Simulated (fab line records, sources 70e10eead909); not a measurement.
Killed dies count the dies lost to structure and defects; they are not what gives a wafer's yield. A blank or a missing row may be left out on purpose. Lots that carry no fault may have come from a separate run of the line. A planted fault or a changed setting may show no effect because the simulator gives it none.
A lot that was struck, set against a sound lot | flow nand_harc | 14 out of 1302 route steps
Sound: wafers L650.1, L650.3, L650.5. Struck: wafer L667.3 (left out: L667.2, a lot-mate that was not struck); the cause follows at the end.
Order at every step that has rows: each side's tool, ch and its chambers, its first start. Under that, the readings that differ: sound wafers | struck wafers | difference of the means | sigmas: that difference in standard deviations of wafers without a fault.
alike: words and numbers the same on both sides, and readings whose means are apart by under 2 such deviations; not compared: readings that were withheld, readings missing a value for some wafer, numbers with overlapping values and no deviation given by the record, and bounds like >300 which may hide the same value.
A row with sigmas, a row that says differs or no value, or rows on one side alone: a step with any of these is where the two part. Non-overlapping numbers with no deviation appear without sigmas and do not part them. Lack of a reading on every wafer of one side parts them only where that side has two or more wafers.

first, 1 step without rows for these wafers: NHARC_A_ONON_D1_DEP_12 (target thk 1000 nm).
NHARC_A_ONON_D1_THK_MEAS_14: measures by ellipsometry.
  sound on film_metro-01, day 8 00:07; struck on film_metro-02, day 14 22:55
  alike: thk_nm
then, 2 steps without rows for these wafers: NHARC_A_ONON_D1_ANNEAL_15 (time 3600 s); NHARC_A_ONON_D1_DEP_16 (target thk 1000 nm).
NHARC_A_ONON_D1_THK_MEAS_18: measures by ellipsometry.
  sound on film_metro-02, day 8 07:56; struck on film_metro-02, day 15 09:34
  alike: thk_nm
next comes 1 step that has no rows for these wafers: NHARC_A_ONON_D1_DEP_19 (target thickness 1000 nm).
NHARC_A_ONON_D1_THK_MEAS_21: measures by ellipsometry.
  sound on film_metro-01, day 8 08:30; struck on film_metro-02, day 15 10:08
  alike: thk_nm
next comes 1 step that has no rows for these wafers: NHARC_A_ONON_D1_DEP_22 (target thickness 1000 nm).
NHARC_A_ONON_D1_THK_MEAS_24: measures by ellipsometry.
  sound on film_metro-02, day 8 09:04; struck on film_metro-01, day 15 10:41
  alike: thk_nm
next comes 1 step that has no rows for these wafers: NHARC_A_ONON_D1_DEP_25 (target thickness 1000 nm).
NHARC_A_ONON_D1_THK_MEAS_27: measures by ellipsometry.
  sound on film_metro-01, day 8 09:38; struck on film_metro-01, day 15 11:16
  reading     | sound          | struck | difference | sigmas
  thk_nm (nm) | 1027 1026 1026 | 996    | -30        | -3
NHARC_A_ONON_D1_DEP_28: target thk 1000 nm.
  sound on pecvd_onon-03 ch 0, day 8 09:41; struck on pecvd_onon-03 ch 0, day 15 11:23
NHARC_A_ONON_D1_THK_MEAS_30: measures by ellipsometry.
  sound on film_metro-01, day 8 10:12; struck on film_metro-01, day 15 11:50
  reading     | sound       | struck | difference | sigmas
  thk_nm (nm) | 986 986 987 | 1042   | +56        | +5
NHARC_A_ONON_D1_DEP_33: deposits SiO2, target thk 200 nm.
  sound on pecvd-04 ch 0,1, day 8 10:18; struck on pecvd-01 ch 1, day 15 11:57
  reading                | sound          | struck | difference | sigmas
  throttle_valve_pct (%) | 16.5 16.1 16.4 | 15.1   | -1.2       | -2
  alike: heater_power_w

## WHERE THEY PART
Last at NHARC_A_ONON_D1_DEP_33 as far as this record goes, first at NHARC_A_ONON_D1_THK_MEAS_27.

WHY: what had been put in by the simulator
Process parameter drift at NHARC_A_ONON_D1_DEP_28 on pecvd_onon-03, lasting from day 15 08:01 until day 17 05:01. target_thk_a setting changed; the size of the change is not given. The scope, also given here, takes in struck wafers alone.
